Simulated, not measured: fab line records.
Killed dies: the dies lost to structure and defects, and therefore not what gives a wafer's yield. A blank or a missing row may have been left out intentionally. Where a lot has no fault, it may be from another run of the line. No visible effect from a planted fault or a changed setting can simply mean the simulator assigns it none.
fab line records	flow n5-finfet
record lots=7	wafers=21
route steps=1938 shown ZERO_LAYER@9 WELL_APT@21 PMOS_HMC_CHANNEL_EPI@62 FIN_SAQP@98 SD_EPI_N@268
start-h: hours from the record's first day to the start of the lot's first wafer shown	wait-h: hours elapsed since this lot's preceding step	" same as the row above	L1.1+2: several wafers, shown together as one row	- no value, or no start was given	* or withheld: withheld	< > ~ a bound
route shown NAME@n: a module of which the file shows steps, and the number in the route of the first	usual: mean and standard deviation over wafers with no fault	same: alike in all rows	chamber/n: place in a boat	sites: each site's reading	_std_site: standard deviation across them	_edge_site: the outer-site mean with the inner-site mean subtracted	radius-mm: how far each site lies from the wafer's centre	mask NAME#n: copy n	behind: the tool/chamber that last shaped the wafer	hold: why the lot went on hold/how many hours it stayed there/how the hold came to an end	device: names the non-switching transistor (n, p or np)	end of line: tests of these same wafers at the route's end	a step given without rows: its recipe and nothing more	killed: dies that structure and defects cost at the first sort, which is not the same as the wafer's yield	map: a wafer's dies, x killed, . not, _ none there
set.NAME: the setting the step ran with; set.NAME@STEP: the setting that earlier step ran with	model.NAME: the simulator's own value behind a step, which no gauge read
lots with deliberately changed settings; one table per step, one row per wafer
## steps
# step N5_ZERO_LAYER_EXPOSE_08
# recipe mask-id=ZERO	na=0.55	source-shape=conventional	sigma-outer=0.8	polarization=unpolarized	defocus-nm=0	target-cd-nm=2000	dose-mj=16.2
lot.wafer	tool	chamber	start-h	wait-h	mask	set.dose-mj
L079.1+2	krf-scanner-01	0	42.61	-	ZERO#0	16.58
L079.5	"	0	"	"	ZERO#0	16.2
L081.2+3+6	krf-scanner-01	0	54.50	-	ZERO#0	16.2
L083.4+5	krf-scanner-02	0	66.62	-	ZERO#0	16.2
L083.6	"	0	"	"	ZERO#0	15.03
L089.1+4+6	krf-scanner-02	0	102.59	-	ZERO#0	16.2
L091.1	krf-scanner-01	0	114.62	-	ZERO#0	15.28
L091.3+4	"	0	"	"	ZERO#0	16.2
L094.1+4+6	krf-scanner-02	0	132.62	-	ZERO#0	16.2
L095.1+6	krf-scanner-01	0	138.62	-	ZERO#0	17.3
L095.3	"	0	"	"	ZERO#0	16.2
# step N5_ZERO_LAYER_PEB_09
# recipe peb-temp-c=withheld	peb-time-s=*
# step N5_ZERO_LAYER_DEVELOP_10
# recipe develop-time-s=60	rinse-liquid=diw	dry=air-spin	dev-temp-c=21
# step N5_ZERO_LAYER_HARDBAKE_23
# recipe temp-c=130	time-s=120
# step N5_ZERO_LAYER_CD_MEAS_11
# recipe target-cd-nm=2000	landing-energy-ev=500	detector=se-inlens
# usual cd-nm=1999.4/1.6
lot.wafer	tool	chamber	start-h	wait-h	set.dose-mj@ZERO_LAYER_EXPOSE_08	cd-nm
L079.1	cd-sem-02	0	42.79	-	16.58	2003.0
L079.2	"	0	"	"	16.58	2003.1
L079.5	"	0	"	"	16.2	2000.2
L081.2	cd-sem-03	0	54.67	-	16.2	1998.6
L081.3	"	0	"	"	16.2	1999.2
L081.6	"	0	"	"	16.2	1996.9
L083.4	cd-sem-02	0	66.79	-	16.2	2001.1
L083.5	"	0	"	"	16.2	2000.3
L083.6	"	0	"	"	15.03	1988.0
L089.1	cd-sem-02	0	102.77	-	16.2	2003.5
L089.4	"	0	"	"	16.2	1999.2
L089.6	"	0	"	"	16.2	1999.4
L091.1	cd-sem-01	0	114.80	-	15.28	1987.2
L091.3	"	0	"	"	16.2	1999.6
L091.4	"	0	"	"	16.2	1998.4
L094.1	cd-sem-01	0	132.79	-	16.2	1999.7
L094.4	"	0	"	"	16.2	1998.3
L094.6	"	0	"	"	16.2	2002.4
L095.1	cd-sem-02	0	138.80	-	17.3	2011.5
L095.3	"	0	"	"	16.2	1999.0
L095.6	"	0	"	"	17.3	2013.6
# step N5_ZERO_LAYER_DESCUM_16
# recipe chemistry=O2	time-s=7.9	source-power-w=50	bias-power-w=20	pressure-mtorr=20	rf-frequency-hz=2.712e+07	temp-c=40	o2-flow-sccm=225
lot.wafer	tool	chamber	start-h	wait-h	set.dose-mj@ZERO_LAYER_EXPOSE_08	model.ZERO_LAYER.cd-nm
L079.1+2	rie-diel-02	3,0	42.83	0.0	16.58	2003
L079.5	"	1	"	"	16.2	2000
L081.2	rie-diel-02	0	54.71	0.0	16.2	1998
L081.3	"	1	"	"	16.2	1999
L081.6	"	1	"	"	16.2	1997
L083.4	rie-diel-03	3	66.82	0.0	16.2	2001
L083.5	"	2	"	"	16.2	2000
L083.6	"	1	"	"	15.03	1988
L089.1	rie-diel-03	2	103.64	0.9	16.2	2003
L089.4	"	2	"	"	16.2	1999
L089.6	"	3	"	"	16.2	2000
L091.1	rie-diel-03	1	114.95	0.2	15.28	1987
L091.3	"	3	"	"	16.2	2000
L091.4	"	3	"	"	16.2	1999
L094.1	rie-diel-03	0	132.83	0.0	16.2	2000
L094.4	"	2	"	"	16.2	1999
L094.6	"	2	"	"	16.2	2003
L095.1	rie-diel-03	2	138.92	0.1	17.3	2012
L095.3	"	0	"	"	16.2	1999
L095.6	"	3	"	"	17.3	2014
# step N5_WELL_APT_COAT_02
# recipe spin-rpm=1357	resist-thk-nm=950
lot.wafer	tool	chamber	start-h	wait-h	set.spin-rpm	model.coat_of_WELL_APT_COAT_02.thk-nm
L079.1	litho-track-03	0	-	-	1357	952.7
L079.2	"	0	"	"	1357	953.5
L079.5	"	0	"	"	1357	954.2
L081.2	litho-track-02	0	-	-	1357	955.4
L081.3	"	0	"	"	1357	956.4
L081.6	"	0	"	"	1357	951.9
L083.4	litho-track-04	0	-	-	1268	982.8
L083.5	"	0	"	"	1357	949.8
L083.6	"	0	"	"	1357	948.9
L089.1	litho-track-04	0	-	-	1219	1002
L089.4	"	0	"	"	1219	1001
L089.6	"	0	"	"	1357	953.3
L091.1	litho-track-03	0	-	-	1218	1002
L091.3	"	0	"	"	1357	949.5
L091.4	"	0	"	"	1357	948.6
L094.1	litho-track-03	0	-	-	1448	923
L094.4	"	0	"	"	1448	924
L094.6	"	0	"	"	1357	953.2
L095.1	litho-track-04	0	-	-	1357	949.5
L095.3	"	0	"	"	1357	952.5
L095.6	"	0	"	"	1303	971.3
# step N5_PMOS_HMC_CHANNEL_EPI_EXPOSE_06
# recipe mask-id=PMOS_HMC_BLK	na=1.35	source-shape=conventional	sigma-outer=0.8	polarization=unpolarized	target-cd-nm=240	dose-mj=41
lot.wafer	tool	chamber	start-h	wait-h	mask	set.dose-mj
L079.1+2+5	arfi-scanner-03	0	47.01	-	PMOS_HMC_BLK#0	41
L081.2+3+6	arfi-scanner-01	0	59.10	-	PMOS_HMC_BLK#0	41
L083.4+5	arfi-scanner-01	0	70.91	-	PMOS_HMC_BLK#0	41
L083.6	"	0	"	"	PMOS_HMC_BLK#0	38.86
L089.1	arfi-scanner-02	0	108.54	-	PMOS_HMC_BLK#0	41.96
L089.4+6	"	0	"	"	PMOS_HMC_BLK#0	41
L091.1+4	arfi-scanner-02	0	121.57	-	PMOS_HMC_BLK#0	41
L091.3	"	0	"	"	PMOS_HMC_BLK#0	43.19
L094.1+6	arfi-scanner-03	0	137.36	-	PMOS_HMC_BLK#0	38.44
L094.4	"	0	"	"	PMOS_HMC_BLK#0	41
L095.1+3+6	arfi-scanner-02	0	143.76	-	PMOS_HMC_BLK#0	41
# step N5_PMOS_HMC_CHANNEL_EPI_PEB_07
# recipe peb-temp-c=110	peb-time-s=60	resist=CAR-ArF-block
# step N5_PMOS_HMC_CHANNEL_EPI_DEVELOP_08
# recipe develop-time-s=30	developer=TMAH	resist=CAR-ArF-block	dev-temp-c=23	rinse-liquid=diw	dry=air-spin
# step N5_PMOS_HMC_CHANNEL_EPI_CD_MEAS_09
# recipe target-cd-nm=237.4	landing-energy-ev=500	detector=se-inlens
# usual cd-nm=237.1/0.84
lot.wafer	tool	chamber	start-h	wait-h	set.dose-mj@PMOS_HMC_CHANNEL_EPI_EXPOSE_06	cd-nm
L079.1	cd-sem-03	0	47.14	-	41	237.0
L079.2	"	0	"	"	41	237.6
L079.5	"	0	"	"	41	237.2
L081.2	cd-sem-03	0	59.22	-	41	236.7
L081.3	"	0	"	"	41	236.6
L081.6	"	0	"	"	41	237.7
L083.4	cd-sem-03	0	71.02	-	41	237.3
L083.5	"	0	"	"	41	236.9
L083.6	"	0	"	"	38.86	233.2
L089.1	cd-sem-03	0	108.67	-	41.96	240.9
L089.4	"	0	"	"	41	238.3
L089.6	"	0	"	"	41	238.0
L091.1	cd-sem-01	0	121.70	-	41	237.1
L091.3	"	0	"	"	43.19	242.4
L091.4	"	0	"	"	41	238.0
L094.1	cd-sem-02	0	137.49	-	38.44	230.9
L094.4	"	0	"	"	41	237.4
L094.6	"	0	"	"	38.44	232.3
L095.1	cd-sem-02	0	143.89	-	41	236.2
L095.3	"	0	"	"	41	236.1
L095.6	"	0	"	"	41	236.3
# step N5_PMOS_HMC_CHANNEL_EPI_DESCUM_14
# recipe chemistry=O2	time-s=7.9	source-power-w=50	bias-power-w=20	pressure-mtorr=20	rf-frequency-hz=2.712e+07	temp-c=40	resist=CAR-ArF-block	o2-flow-sccm=225
lot.wafer	tool	chamber	start-h	wait-h	set.dose-mj@PMOS_HMC_CHANNEL_EPI_EXPOSE_06	model.PMOS_HMC_CHANNEL_EPI.cd-nm
L079.1	rie-diel-06	2	47.94	0.7	41	236.7
L079.2	"	1	"	"	41	237.4
L079.5	"	0	"	"	41	237.3
L081.2	rie-diel-03	0	59.53	0.2	41	236.5
L081.3	"	2	"	"	41	236.7
L081.6	"	3	"	"	41	237.3
L083.4	rie-diel-06	0	71.10	0.0	41	237.5
L083.5	"	1	"	"	41	236.6
L083.6	"	0	"	"	38.86	233.1
L089.1	rie-diel-02	2	109.05	0.3	41.96	241
L089.4	"	1	"	"	41	238.1
L089.6	"	2	"	"	41	238
L091.1	rie-diel-02	2	121.79	0.0	41	237.1
L091.3	"	3	"	"	43.19	242.2
L091.4	"	3	"	"	41	238.1
L094.1	rie-diel-02	0	137.57	0.0	38.44	230.9
L094.4	"	0	"	"	41	237.2
L094.6	"	0	"	"	38.44	232
L095.1+3+6	rie-diel-06	1,3,1	144.31	0.4	41	236.4
# step N5_PMOS_HMC_CHANNEL_EPI_ETCH_32
# recipe chemistry=N2/H2	target=BARC	stop-on=SiO2	target-depth-a=858	over-etch-frac=0.3	time-s=50.3	ion-energy-ev=200	mask-material=CAR-ArF-block	pressure-mtorr=30	source-w=840	bias-w=150	n2-flow-sccm=200	h2-flow-sccm=200
lot.wafer	tool	chamber	start-h	wait-h	set.dose-mj@PMOS_HMC_CHANNEL_EPI_EXPOSE_06	model.PMOS_HMC_CHANNEL_EPI.cd-nm
L079.1	rie-diel-06	2	47.97	0.0	41	238.6
L079.2	"	1	"	"	41	239.1
L079.5	"	0	"	"	41	239.7
L081.2	rie-diel-03	0	59.56	0.0	41	239.9
L081.3	"	2	"	"	41	239.8
L081.6	"	3	"	"	41	240.2
L083.4	rie-diel-06	0	71.14	0.0	41	240
L083.5	"	1	"	"	41	238.7
L083.6	"	0	"	"	38.86	235
L089.1	rie-diel-02	2	109.08	0.0	41.96	244
L089.4	"	1	"	"	41	240.6
L089.6	"	2	"	"	41	241.1
L091.1	rie-diel-02	2	121.82	0.0	41	239.8
L091.3	"	3	"	"	43.19	244.8
L091.4	"	3	"	"	41	240.7
L094.1	rie-diel-02	0	137.63	0.0	38.44	233.8
L094.4	"	0	"	"	41	240.4
L094.6	"	0	"	"	38.44	235.3
L095.1+6	rie-diel-06	1	144.35	0.0	41	238.8
L095.3	"	3	"	"	41	239.2
# step N5_FIN_SAQP_PECVD_47
# recipe material=a-Si	target-thk-a=450	temp-c=400	precursor=SiH4/He	pressure-torr=3	rf-w=100	time-s=36.3
lot.wafer	tool	chamber	start-h	wait-h	set.time-s	model.a-Si_of_FIN_SAQP_PECVD_47.thk-nm
L079.1	pecvd-01	2	51.40	0.0	36.3	45.23
L079.2	"	0	"	"	36.3	45.36
L079.5	"	0	"	"	36.3	45.51
L081.2	pecvd-02	1	63.51	0.0	36.3	44.3
L081.3	"	2	"	"	36.3	44.23
L081.6	"	1	"	"	36.3	44.78
L083.4	pecvd-04	0	75.20	0.1	36.3	45.42
L083.5	"	1	"	"	36.3	45.44
L083.6	"	2	"	"	36.3	45.21
L089.1	pecvd-04	2	112.60	0.0	36.3	44.48
L089.4	"	0	"	"	36.3	45.23
L089.6	"	1	"	"	38.15	48.3
L091.1	pecvd-04	0	125.72	0.0	36.3	43.83
L091.3	"	2	"	"	36.3	42.94
L091.4	"	0	"	"	41.48	51.6
L094.1	pecvd-02	1	141.63	0.0	31.45	38.17
L094.4	"	0	"	"	36.3	45.86
L094.6	"	1	"	"	31.45	39.08
L095.1	pecvd-02	1	147.84	0.0	31.22	38.35
L095.3	"	2	"	"	36.3	44.88
L095.6	"	1	"	"	36.3	44.7
# step N5_FIN_SAQP_PECVD_06
# recipe material=a-Si	target-thk-a=600	temp-c=400	precursor=SiH4/He	pressure-torr=3	rf-w=100	time-s=48.1
lot.wafer	tool	chamber	start-h	wait-h	set.time-s	model.a-Si_of_FIN_SAQP_PECVD_06.thk-nm
L079.1	pecvd-01	2	51.48	0.0	46.22	56.52
L079.2	"	0	"	"	48.1	58.99
L079.5	"	0	"	"	46.22	57.31
L081.2	pecvd-02	1	63.60	0.0	48.1	60.29
L081.3	"	2	"	"	48.1	60.36
L081.6	"	1	"	"	48.1	61.71
L083.4	pecvd-04	0	75.29	0.0	48.1	61
L083.5	"	1	"	"	48.1	60.15
L083.6	"	2	"	"	48.1	59.96
L089.1	pecvd-04	2	112.68	0.0	52.51	65.01
L089.4	"	0	"	"	48.1	60.71
L089.6	"	1	"	"	52.51	66.39
L091.1	pecvd-04	0	125.80	0.0	44.48	55.15
L091.3	"	2	"	"	44.48	54.95
L091.4	"	0	"	"	48.1	60.31
L094.1	pecvd-02	1	141.71	0.0	48.1	58.22
L094.4	"	0	"	"	48.1	60.37
L094.6	"	1	"	"	48.1	59.96
L095.1	pecvd-02	1	147.92	0.0	45.43	56.16
L095.3	"	2	"	"	48.1	59.35
L095.6	"	1	"	"	48.1	60.59
# step N5_FIN_SAQP_THK_MEAS_07
# usual thk-nm=59.9/0.72
lot.wafer	tool	chamber	start-h	wait-h	set.time-s@FIN_SAQP_PECVD_06	thk-nm
L079.1	film-metro-01	-	51.57	0.1	46.22	56.5
L079.2	"	-	"	"	48.1	59.0
L079.5	"	-	"	"	46.22	57.3
L081.2	film-metro-02	-	63.69	0.1	48.1	60.3
L081.3	"	-	"	"	48.1	60.3
L081.6	"	-	"	"	48.1	61.7
L083.4	film-metro-01	-	75.35	0.0	48.1	61.0
L083.5	"	-	"	"	48.1	60.2
L083.6	"	-	"	"	48.1	59.9
L089.1	film-metro-01	-	112.77	0.1	52.51	65.0
L089.4	"	-	"	"	48.1	60.7
L089.6	"	-	"	"	52.51	66.4
L091.1	film-metro-02	-	125.89	0.1	44.48	55.1
L091.3	"	-	"	"	44.48	54.9
L091.4	"	-	"	"	48.1	60.4
L094.1	film-metro-01	-	141.80	0.1	48.1	58.2
L094.4	"	-	"	"	48.1	60.3
L094.6	"	-	"	"	48.1	59.9
L095.1	film-metro-01	-	148.01	0.1	45.43	56.1
L095.3	"	-	"	"	48.1	59.3
L095.6	"	-	"	"	48.1	60.6
# step N5_FIN_SAQP_HM_DEP_72
# recipe material=SiO2	target-thk-a=120	temp-c=400	precursor=SiH4/N2O	pressure-torr=0.75	rf-w=275	time-s=7.2
# step N5_FIN_SAQP_COAT_49
# recipe resist=SOC	temp-c=250	time-s=60	spin-rpm=1500	resist-thk-nm=100
# step N5_FIN_SAQP_HM_OPEN_73
# recipe chemistry=CHF3/O2	target=SiO2	stop-on=a-Si	target-depth-a=120	over-etch-frac=1.8	mask-material=SOC	time-s=16.8	pressure-mtorr=30	source-w=650	bias-w=170	Ar_flow_sccm=200	CHF3_flow_sccm=50	O2_flow_sccm=5	ion-energy-ev=200	ends=end-point
# step N5_FIN_SAQP_STRIP_74
# recipe chemistry=CHF3/O2	resist=SiARC	rf-frequency-hz=6e+07
# step N5_FIN_SAQP_MANDREL_ETCH_22
# recipe target-depth-a=600	chemistry=HBr/Cl2	target=a-Si	stop-on=SiNx	bt-time-s=10	over-etch-frac=0.5	time-s=30	pressure-mtorr=10	icp-w=800	bias-w=75	HBr_flow_sccm=150	Cl2_flow_sccm=80	ends=end-point
lot.wafer	tool	chamber	start-h	wait-h	set.time-s@FIN_SAQP_PECVD_06	model.etch.depth-nm
L079.1	rie-si-03	0	52.44	0.0	46.22	56.52
L079.2	"	3	"	"	48.1	58.99
L079.5	"	3	"	"	46.22	57.3
L081.2	rie-si-04	1	64.47	0.0	48.1	60.29
L081.3	"	0	"	"	48.1	60.36
L081.6	"	0	"	"	48.1	61.65
L083.4	rie-si-03	1	76.47	0.0	48.1	60.94
L083.5	"	0	"	"	48.1	60.15
L083.6	"	3	"	"	48.1	59.96
L089.1	rie-si-02	2	115.12	0.0	52.51	65.01
L089.4	"	3	"	"	48.1	60.7
L089.6	"	2	"	"	52.51	66.33
L091.1	rie-si-04	3	126.75	0.0	44.48	55.14
L091.3	"	1	"	"	44.48	54.95
L091.4	"	1	"	"	48.1	60.31
L094.1	rie-si-03	1	142.74	0.0	48.1	58.22
L094.4	"	2	"	"	48.1	60.37
L094.6	"	2	"	"	48.1	59.96
L095.1	rie-si-02	1	148.88	0.0	45.43	56.1
L095.3	"	3	"	"	48.1	59.35
L095.6	"	2	"	"	48.1	60.53
# step N5_FIN_SAQP_STRIP_55
# recipe chemistry=N2/H2	power-w=500	temp-c=40	pressure-mtorr=50	rf-frequency-hz=6e+07	overash-fraction=0.3	bias-power-w=28	h2-frac=0.5	n2-flow-sccm=300	h2-flow-sccm=300
# step N5_FIN_SAQP_STRIP_23
# recipe chemistry=SPM	time-s=750	temp-c=130	h2so4-h2o2-vol-ratio=4
# step N5_FIN_SAQP_ETCH_57
# recipe chemistry=CH3F/O2	target=SiNx	mask-material=SiO2	target-depth-a=325	time-s=46.4	pressure-mtorr=30	source-w=395	bias-w=73	Ar_flow_sccm=150	CH3F_flow_sccm=30	O2_flow_sccm=20	ion-energy-ev=120	ends=cleared
# step N5_FIN_SAQP_ETCH_65
# recipe chemistry=CF4	target=SiO2	target-depth-a=40	ion-energy-ev=350	time-s=4.4	pressure-mtorr=10	icp-w=800	bias-w=400	cf4-flow-sccm=80
# step N5_FIN_SAQP_MANDREL_ETCH_58
# recipe chemistry=HBr/Cl2	target=a-Si	target-depth-a=450	bt-time-s=10	stop-on=SiNx	mask-material=SiO2	over-etch-frac=0.8	time-s=27	pressure-mtorr=10	icp-w=800	bias-w=75	HBr_flow_sccm=150	Cl2_flow_sccm=80	ends=end-point
# usual oes-product-au=0.697/0.01
lot.wafer	tool	chamber	start-h	wait-h	set.time-s@FIN_SAQP_PECVD_47	oes-product-au	model.etch.depth-nm
L079.1	rie-si-03	1	54.66	0.0	36.3	0.694	45.23
L079.2	"	3	"	"	36.3	0.715	45.36
L079.5	"	1	"	"	36.3	0.696	45.51
L081.2	rie-si-02	3	66.46	0.0	36.3	0.699	44.3
L081.3	"	1	"	"	36.3	0.700	44.23
L081.6	"	2	"	"	36.3	0.694	44.78
L083.4	rie-si-02	0	78.46	0.0	36.3	0.685	45.42
L083.5	"	0	"	"	36.3	0.685	45.44
L083.6	"	1	"	"	36.3	0.711	45.21
L089.1	rie-si-02	2	117.31	0.0	36.3	0.688	44.48
L089.4	"	2	"	"	36.3	0.697	45.23
L089.6	"	0	"	"	38.15	0.715	48.3
L091.1	rie-si-04	0	128.66	0.0	36.3	0.695	43.83
L091.3	"	3	"	"	36.3	0.677	42.94
L091.4	"	1	"	"	41.48	0.742	51.6
L094.1	rie-si-03	0	144.89	0.0	31.45	0.630	38.17
L094.4	"	2	"	"	36.3	0.691	45.86
L094.6	"	1	"	"	31.45	0.648	39.08
L095.1	rie-si-04	3	151.69	0.0	31.22	0.648	38.35
L095.3	"	1	"	"	36.3	0.693	44.88
L095.6	"	1	"	"	36.3	0.690	44.7
# step N5_SD_EPI_N_PEB_07
# recipe peb-temp-c=110	peb-time-s=60	resist=CAR-ArF-block
lot.wafer	tool	chamber	start-h	wait-h	set.peb-temp-c
L079.1+2	litho-track-04	0	80.93	0.1	110
L079.5	"	0	"	"	108.6
L081.2+3+6	litho-track-04	0	95.97	0.0	110
L083.4+5+6	litho-track-02	0	103.71	0.0	106.9
L089.1	litho-track-02	0	143.09	0.1	107.1
L089.4+6	"	0	"	"	110
L091.1+4	litho-track-03	0	152.30	0.1	111.6
L091.3	"	0	"	"	110
L094.1+4+6	litho-track-04	0	168.14	0.1	110
L095.1+6	litho-track-03	0	174.93	0.1	113.2
L095.3	"	0	"	"	110
## key
split step=N5_ZERO_LAYER_EXPOSE_08	setting=dose-mj	stated=16.2	by=wafer
response step=N5_ZERO_LAYER_CD_MEAS_11	reading=cd-nm	change=+1.9	per=1%	r=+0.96
response step=N5_ZERO_LAYER_DESCUM_16	reading=model.ZERO_LAYER.cd-nm	change=+1.92	per=1%	r=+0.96
split step=N5_WELL_APT_COAT_02	setting=spin-rpm	stated=1357	by=wafer
response step=N5_WELL_APT_COAT_02	reading=model.coat_of_WELL_APT_COAT_02.thk-nm	change=-4.91	per=1%	r=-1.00
split step=N5_PMOS_HMC_CHANNEL_EPI_EXPOSE_06	setting=dose-mj	stated=41	by=wafer
response step=N5_PMOS_HMC_CHANNEL_EPI_CD_MEAS_09	reading=cd-nm	change=+0.884	per=1%	r=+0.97
response step=N5_PMOS_HMC_CHANNEL_EPI_DESCUM_14	reading=model.PMOS_HMC_CHANNEL_EPI.cd-nm	change=+0.875	per=1%	r=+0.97
response step=N5_PMOS_HMC_CHANNEL_EPI_ETCH_32	reading=model.PMOS_HMC_CHANNEL_EPI.cd-nm	change=+0.903	per=1%	r=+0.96
split step=N5_FIN_SAQP_PECVD_47	setting=time-s	stated=36.3	by=wafer
response step=N5_FIN_SAQP_PECVD_47	reading=model.a-Si_of_FIN_SAQP_PECVD_47.thk-nm	change=+0.532	per=1%	r=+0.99
response step=N5_FIN_SAQP_MANDREL_ETCH_58	reading=oes-product-au	change=+0.00369	per=1%	r=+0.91
response step=N5_FIN_SAQP_MANDREL_ETCH_58	reading=model.etch.depth-nm	change=+0.532	per=1%	r=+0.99
split step=N5_FIN_SAQP_PECVD_06	setting=time-s	stated=48.1	by=wafer
response step=N5_FIN_SAQP_PECVD_06	reading=model.a-Si_of_FIN_SAQP_PECVD_06.thk-nm	change=+0.614	per=1%	r=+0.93
response step=N5_FIN_SAQP_THK_MEAS_07	reading=thk-nm	change=*	per=1%	r=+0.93
response step=N5_FIN_SAQP_MANDREL_ETCH_22	reading=model.etch.depth-nm	change=+0.614	per=1%	r=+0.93
split step=N5_SD_EPI_N_PEB_07	setting=peb-temp-c	stated=110	by=wafer
response none in this file
